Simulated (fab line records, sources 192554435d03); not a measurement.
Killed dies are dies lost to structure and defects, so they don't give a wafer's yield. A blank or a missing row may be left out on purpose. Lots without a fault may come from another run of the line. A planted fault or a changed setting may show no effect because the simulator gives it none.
Chamber matching | flow n5_finfet | N5_DUMMY_REMOVAL_HM_STRIP_01 on rie_diel-01: 4 sister chambers
The step strips SiNx in CH3F/O2, stops on poly-Si, target depth 4 nm, time 6.8 s. 4 wafers are shown with their chamber, then 11 later ones without.

WAFERS WITH THEIR CHAMBER
wafer  | chamber | drypump_motor_current_A (A)
L082.1 | 3       | 5.2
L082.2 | 1       | 5.5
L082.3 | 0       | 5.3
L082.4 | 2       | 5.9

WAFERS WITHOUT THEIR CHAMBER
wafer  | drypump_motor_current_A (A)
L082.5 | 5.2
L082.6 | 5.3
L096.1 | 5.5
L096.2 | 5.9
L096.3 | 5.2
L096.4 | 5.3
L096.5 | 5.8
L096.6 | 5.2
L097.1 | 5.3
L097.4 | 5.2
L097.5 | 5.3

WHICH CHAMBER EACH WENT THROUGH
wafer  | from the rows above | in truth
L082.5 | 3                   | 3
L082.6 | 0                   | 0
L096.1 | 1                   | 1
L096.2 | 2                   | 2
L096.3 | 3                   | 3
L096.4 | 0                   | 0
L096.5 | 2                   | 2
L096.6 | 3                   | 3
L097.1 | 0                   | 0
L097.4 | 3                   | 3
L097.5 | 0                   | 0
Placed correctly: 11 of 11. Can't be placed from these rows: 0. Placed wrongly: 0.
How it was worked out, from the rows above alone: a wafer's distance from a chamber is the root of the sum, over the readings, of the square of ((its reading less the chamber's mean) divided by the reading's scatter). The wafer belongs to the nearest chamber; if the next one is less than 2 further off, it can't be placed. A chamber's mean is the mean of its shown wafers. The scatter: with one shown wafer a chamber, the root of the mean of the squares of how far each hidden wafer lies from its nearest shown one.
